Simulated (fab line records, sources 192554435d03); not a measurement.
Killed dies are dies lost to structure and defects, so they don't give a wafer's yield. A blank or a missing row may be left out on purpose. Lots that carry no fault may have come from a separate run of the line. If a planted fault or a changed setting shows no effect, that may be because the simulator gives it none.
Comparing a struck lot with a sound one | flow n5 finfet | 37 out of 1938 route steps
Sound: the wafers L759.1, L759.3, L759.4. Struck: wafers L778.3, L778.4, L778.5. At the end, the cause is stated.
At each step with rows: each side's tool, then ch and its chambers, then its first start. Under that, the readings that differ: sound wafers | struck wafers | difference of the means | sigmas: that difference in standard deviations of wafers without a fault.
alike: readings with means less than 2 such deviations apart, plus words and numbers identical on both sides. not compared: withheld readings, readings lacking a value on some wafer, bounds such as >300 that could conceal the same value, and numbers that have no deviation in the record and whose values overlap.
A row with sigmas, a row that says differs or no value, or rows on one side alone: a step with any of these is where the two part. Numbers that don't overlap but have no deviation are shown without sigmas and don't part them. A reading that every wafer of one side lacks parts them only if that side has two wafers or more.

first, 9 steps without rows for these wafers: N5_BEOL_M9_SURFACE_TREAT_79; N5_BEOL_M9_CVD_78 (deposits Co from CCTBA/H2, target thk 2 nm, time 138.9 s); N5_BEOL_M9_SPUTTER_48 (material Cu, target thk 12 nm, time 2 s); N5_BEOL_M9_ECD_50 (material Cu, target thk 318 nm); N5_BEOL_M9_ANNEAL_51 (time 90 s); N5_BEOL_M9_CMP_52 (polishes, stops on SiCOH lowk, t overpolish 7 s, target thk 140 nm); N5_BEOL_M9_PRE_CLEAN_55 (time 15 s); N5_BEOL_M9_DEP_56 (deposits SiCN from 3MS/NH3, target thk 15 nm, time 26.5 s); N5_BEOL_M10_ILD_DEP_00 (deposits SiCOH lowk from DEMS/porogen, target thk 308.51 nm, time 58 s).
N5_BEOL_M10_CURE_71: cures SiCOH lowk, time 240 s.
  sound on uv cure-02 ch 2, day 10 10:52; struck on uv cure-03 ch 2, day 15 10:00
  no value came back on the struck wafers for lamp power pct (%), run length s (s), time s (s), wafer_temp_C_max; on the sound wafers lamp power pct (%) reads 52.36 52.43 52.31
  reading                                             | sound             | struck            | difference | sigmas
  model.SiCOH_lowk_of_BEOL_M10_ILD_DEP_00.thk nm (nm) | 264.8 265.8 269.6 | 300.8 313.6 310.6 | +41.6      |
N5_BEOL_M10_THK_MEAS_01:
  sound on film metro-01 at day 10 11:51; struck on film metro-02 at day 15 10:21
  reading          | sound       | struck      | difference | sigmas
  M10_ILD_THK (nm) | 265 266 270 | 301 314 311 | +42        | +11
then, 24 steps without rows for these wafers: N5_BEOL_M10_PECVD_70 (deposits SiO2 from TEOS/O2, target thk 20 nm, time 22.7 s); N5_BEOL_M10_HM_DEP_02 (deposits TiN, target thk 20 nm); N5_BEOL_M10_COAT_59 (time 60 s, resist thk 100 nm); N5_BEOL_M10_COAT_60 (time 60 s, resist thk 30 nm); N5_BEOL_M10_COAT_05 (resist thk 90 nm); N5_BEOL_M10_EBR_07; N5_BEOL_M10_SOFTBAKE_06 (time 60 s); N5_BEOL_M10_EXPOSE_08 (exposes mask M10); N5_BEOL_M10_PEB_09 (peb time 60 s); N5_BEOL_M10_DEVELOP_10 (develop time 30 s); N5_BEOL_M10_DESCUM_16 (chemistry O2, time 7.9 s); N5_BEOL_M10_ETCH_61 (etches SiARC in CF4, target depth 39 nm, time 65 s); N5_BEOL_M10_ETCH_62 (etches SOC in N2/H2, target depth 110 nm, overetch 22 nm, time 165 s); N5_BEOL_M10_STRIP_68 (strips in N2/H2); N5_BEOL_M10_STRIP_67 (strips in CF4); N5_BEOL_M10_HM_OPEN_17 (chemistry Cl2/BCl3, target TiN, target depth 20 nm, overetch 6 nm); N5_BEOL_M10_STRIP_19 (strips in O2); N5_BEOL_M10_COAT_63 (time 60 s, resist thk 100 nm); N5_BEOL_M10_COAT_64 (time 60 s, resist thk 30 nm); N5_BEOL_M10_COAT_22 (resist thk 90 nm); N5_BEOL_M10_EBR_24; N5_BEOL_M10_SOFTBAKE_23 (time 60 s); N5_BEOL_M10_EXPOSE_25 (exposes mask V9); N5_BEOL_M10_PEB_26 (peb time 60 s).
N5_BEOL_M10_CMP_52: polishes, stops on SiCOH lowk, t overpolish 7 s, target thk 140 nm.
  sound on cmp-04 ch 0,1,3, day 10 18:50; struck on cmp-03 ch 1,2, day 15 15:48
  reading                                             | sound             | struck            | difference | sigmas
  edge zone pressure frac                             | 1.006 0.997 1.011 | 0.987 0.993 0.995 | -0.013     | -2
  model.SiCOH_lowk_of_BEOL_M10_ILD_DEP_00.thk nm (nm) | 261.8 262.8 266.6 | 297.8 310.6 307.6 | +41.6      |
  alike: motor current A, retaining ring pressure frac
following that, these wafers have no rows for 1 step: N5_PASSIVATION_PROBE_49.

WHERE THEY PART
First at N5_BEOL_M10_CURE_71; last, within this record, at N5_BEOL_M10_CMP_52.

WHY: whatever the simulator had introduced
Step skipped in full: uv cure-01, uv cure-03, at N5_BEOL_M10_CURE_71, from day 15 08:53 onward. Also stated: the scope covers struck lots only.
